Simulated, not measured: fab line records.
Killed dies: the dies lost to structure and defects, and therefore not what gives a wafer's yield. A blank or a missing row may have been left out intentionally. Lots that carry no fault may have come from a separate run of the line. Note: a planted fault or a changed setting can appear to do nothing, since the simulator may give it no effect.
Matching of chambers :: flow n5_finfet :: 3 sister chambers for N5_BEOL_M0_PRE_CLEAN_131 on cvd_co-02
The step time 15 s. 3 wafers are shown with their chamber, then 11 later ones without.

== WAFERS WITH THEIR CHAMBER ==
wafer: L085.6
chamber: 2
heater_power_w (W): 71

wafer: L088.5
chamber: 1
heater_power_w (W): 83

wafer: L089.2
chamber: 0
heater_power_w (W): 110

== WAFERS WITH NO CHAMBER GIVEN ==
wafer: L089.5
heater_power_w (W): 82

wafer: L089.6
heater_power_w (W): 109

wafer: L091.1
heater_power_w (W): 71

wafer: L091.3
heater_power_w (W): 111

wafer: L091.6
heater_power_w (W): 111

wafer: L092.1
heater_power_w (W): 81

wafer: L092.2
heater_power_w (W): 113

wafer: L092.5
heater_power_w (W): 72

wafer: L094.2
heater_power_w (W): 72

wafer: L094.3
heater_power_w (W): 83

wafer: L094.4
heater_power_w (W): 108

== THE CHAMBER EACH PASSED THROUGH ==
wafer: L089.5
from the rows above: 1
in truth: 1

wafer: L089.6
from the rows above: 0
in truth: 0

wafer: L091.1
from the rows above: 2
in truth: 2

wafer: L091.3
from the rows above: 0
in truth: 0

wafer: L091.6
from the rows above: 0
in truth: 0

wafer: L092.1
from the rows above: 1
in truth: 1

wafer: L092.2
from the rows above: 0
in truth: 0

wafer: L092.5
from the rows above: 2
in truth: 2

wafer: L094.2
from the rows above: 2
in truth: 2

wafer: L094.3
from the rows above: 1
in truth: 1

wafer: L094.4
from the rows above: 0
in truth: 0
Correctly placed: 11 of 11. Left unplaced by these rows: 0. 0 placed wrongly.
How it was worked out, from the rows above alone: a wafer's distance from a chamber is the root of the sum, over the readings, of the square of ((its reading less the chamber's mean) divided by the reading's scatter). If the next closest chamber is less than 2 further off than the closest, the wafer can't be placed; otherwise it belongs to the closest. The mean given for a chamber averages the wafers shown for that chamber. The scatter (one wafer shown for each chamber): square how far every hidden wafer sits from the nearest shown wafer, average those squares and take the square root.
